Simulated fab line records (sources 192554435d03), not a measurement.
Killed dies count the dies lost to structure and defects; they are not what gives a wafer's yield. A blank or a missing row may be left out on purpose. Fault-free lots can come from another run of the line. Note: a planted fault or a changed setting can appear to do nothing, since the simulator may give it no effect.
Chamber matching :: flow n5Finfet :: 4 sister chambers for N5_BEOL_M2_VIA_ETCH_34 on rieDiel-05
The step etches the open film in C4F6/O2, target depth 69.4 nm, time 65.9 s. 4 wafers are shown with their chamber, then 9 later ones without.

== WAFERS WITH THEIR CHAMBER ==
wafer: L082.1
chamber: 3
throttleValvePct (%): 30.6

wafer: L090.4
chamber: 1
throttleValvePct (%): 30.2

wafer: L091.5
chamber: 2
throttleValvePct (%): 31.2

wafer: L091.6
chamber: 0
throttleValvePct (%): 31.0

== WAFERS WITH NO CHAMBER GIVEN ==
wafer: L093.2
throttleValvePct (%): 30.6

wafer: L093.4
throttleValvePct (%): 30.6

wafer: L093.5
throttleValvePct (%): 30.2

wafer: L095.1
throttleValvePct (%): 31.2

wafer: L095.4
throttleValvePct (%): 30.2

wafer: L095.5
throttleValvePct (%): 30.2

wafer: L096.2
throttleValvePct (%): 30.2

wafer: L096.4
throttleValvePct (%): 30.6

wafer: L096.6
throttleValvePct (%): 31.1

== WHICH CHAMBER EACH ONE RAN IN ==
wafer: L093.2
from the rows above: 3
in truth: 3

wafer: L093.4
from the rows above: 3
in truth: 3

wafer: L093.5
from the rows above: 1
in truth: 1

wafer: L095.1
from the rows above: 2
in truth: 2

wafer: L095.4
from the rows above: 1
in truth: 1

wafer: L095.5
from the rows above: 1
in truth: 1

wafer: L096.2
from the rows above: 1
in truth: 1

wafer: L096.4
from the rows above: 3
in truth: 3

wafer: L096.6
from the rows above: can't be placed: 2 or 0
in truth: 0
Correct placement for 8 of the 9. These rows do not allow placing 1 (true chamber among the candidates in 1). Placed wrongly: 0.
How it was worked out, from the rows above alone: a wafer's distance from a chamber is the root of the sum, over the readings, of the square of ((its reading less the chamber's mean) divided by the reading's scatter). The wafer belongs to the nearest chamber; if the next one is less than 2 further off, it can't be placed. The mean given for a chamber averages the wafers shown for that chamber. The scatter (one wafer shown for each chamber): square how far every hidden wafer sits from the nearest shown wafer, average those squares and take the square root.
